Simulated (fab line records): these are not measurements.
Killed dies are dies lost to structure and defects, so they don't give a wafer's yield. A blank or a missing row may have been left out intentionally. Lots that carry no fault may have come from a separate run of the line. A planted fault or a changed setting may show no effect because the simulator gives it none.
Split-lot trial | flow n5 finfet | 21 wafers read from 7 lots, route of 1938 steps

## ABOUT THE SPLIT
At N5_BEOL_M0_SAQP_COAT_08 (resist thk 90 nm), the setting spin rpm was moved away from the recipe's 1500 rpm on 3 of the 21 wafers read, by -6.8% to +10.7%. All remaining wafers had this setting at the recipe value.

## FROM THE SPLIT TO THE READING: what the file shows between them, 6 steps
- N5_BEOL_M0_SAQP_EBR_10
- N5_BEOL_M0_SAQP_SOFTBAKE_09: time 60 s
- N5_BEOL_M0_SAQP_EXPOSE_11: exposes mask M0 CORE, target cd 42 nm
- N5_BEOL_M0_SAQP_PEB_12: peb time 60 s
- N5_BEOL_M0_SAQP_DEVELOP_13: develop time 30 s
- N5_BEOL_M0_SAQP_DESCUM_19: chemistry O2, time 7.9 s

## THE READING
CAR-ArF_of_BEOL_M0_SAQP_COAT_08.thk nm (the simulator's own value, which no gauge read), in nm, at N5_BEOL_M0_SAQP_ETCH_83 (etches SiARC in CF4, target depth 39 nm, time 65 s). The file does not state a usual value for it. Across the 18 wafers here that went through the recipe, the average is 55.6 nm and the standard deviation 0.25 nm.

wafer  | tool, chamber at the split | spin rpm as run, rpm | against the recipe | CAR-ArF_of_BEOL_M0_SAQP_COAT_08.thk nm, nm | against lot-mates on the recipe
L074.2 | litho track-04, 0          | 1500                 | recipe             | 56                                         | -
L074.4 | litho track-04, 0          | 1500                 | recipe             | 56                                         | -
L074.3 | litho track-04, 0          | 1500                 | recipe             | 55.6                                       | -
L080.2 | litho track-05, 0          | 1500                 | recipe             | 55.8                                       | -
L080.3 | litho track-05, 0          | 1500                 | recipe             | 56                                         | -
L080.6 | litho track-05, 0          | 1500                 | recipe             | 55.6                                       | -
L082.4 | litho track-02, 0          | 1500                 | recipe             | 55.4                                       | -
L082.5 | litho track-02, 0          | 1500                 | recipe             | 55.4                                       | -
L082.6 | litho track-02, 0          | 1573                 | +4.9%              | 53.2                                       | -2.2
L086.1 | litho track-04, 0          | 1500                 | recipe             | 55.2                                       | -
L086.4 | litho track-04, 0          | 1500                 | recipe             | 55.4                                       | -
L086.5 | litho track-04, 0          | 1500                 | recipe             | 55.4                                       | -
L089.1 | litho track-02, 0          | 1500                 | recipe             | 55.6                                       | -
L089.4 | litho track-02, 0          | 1398                 | -6.8%              | 59.4                                       | +3.7
L089.6 | litho track-02, 0          | 1500                 | recipe             | 55.8                                       | -
L091.1 | litho track-05, 0          | 1500                 | recipe             | 55.4                                       | -
L091.4 | litho track-05, 0          | 1661                 | +10.7%             | 51                                         | -4.3
L091.6 | litho track-05, 0          | 1500                 | recipe             | 55.2                                       | -
L093.3 | litho track-02, 0          | 1500                 | recipe             | 55.6                                       | -
L093.6 | litho track-02, 0          | 1500                 | recipe             | 55.6                                       | -
L093.4 | litho track-02, 0          | 1500                 | recipe             | 55.8                                       | -

FIT RESULTS
A straight line over all 21 wafers: CAR-ArF_of_BEOL_M0_SAQP_COAT_08.thk nm changes by -0.472 nm for each +1% of spin rpm; r = -0.98; the points scatter about the line by 0.29 nm.
The same after taking each lot's own level away (the mean of its wafers on the recipe; 21 wafers): -0.446 nm for each +1%; r = -0.99; scatter 0.22 nm.
On that fit, the largest move of spin rpm shifts the reading by 4.8 nm.
The lots' own levels span 55.30 to 55.87 nm, that is 2.3 times the standard deviation above.
The two slopes are in agreement: the lot-to-lot level therefore moves the slope only a little.
Check: with one of the wafers moved furthest among these (+10.7%) left out of the fit, the line predicts -5.47 nm for it against its lot-mates. It came out at -4.3 nm against them.

## THE OTHER SPLITS THESE WAFERS WENT THROUGH
These wafers also went through other splits before the reading. Each is held against what the fit with the lots' levels taken away leaves over:
other split on the same wafers          | wafers away from the commonest value | r with CAR-ArF_of_BEOL_M0_SAQP_COAT_08.thk nm (lot level and that fit taken away)
N5_SD_ACTIVATION_LSA_01 temp c          | 6                                    | +0.13
N5_MOL_CONTACT_COAG_SPUTTER_130 power w | 7                                    | +0.04
N5_MOL_CONTACT_COAG_COAT_76 spin rpm    | 7                                    | -0.26
N5_MOL_CONTACT_COAG_COAT_78 spin rpm    | 10                                   | +0.29

## THE WHOLE CHAIN: every reading that the file lists as answering this split, in the file's order
step                       | what it does                                       | reading                                                                                 | change (the file's fit)               | r (the file's)
N5_BEOL_M0_SAQP_COAT_08    | resist thk 90 nm                                   | CAR-ArF_of_BEOL_M0_SAQP_COAT_08.thk nm (the simulator's own value, which no gauge read) | -0.434 nm for each +1% of the setting | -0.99
N5_BEOL_M0_SAQP_DEVELOP_13 | develop time 30 s                                  | CAR-ArF_of_BEOL_M0_SAQP_COAT_08.thk nm (the simulator's own value, which no gauge read) | -0.419 nm for each +1% of the setting | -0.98
N5_BEOL_M0_SAQP_ETCH_83    | etches SiARC in CF4, target depth 39 nm, time 65 s | CAR-ArF_of_BEOL_M0_SAQP_COAT_08.thk nm (the simulator's own value, which no gauge read) | -0.443 nm for each +1% of the setting | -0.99

## FILE'S OWN FIT
CAR-ArF_of_BEOL_M0_SAQP_COAT_08.thk nm changes by -0.443 nm for each +1% of spin rpm, r = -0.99.
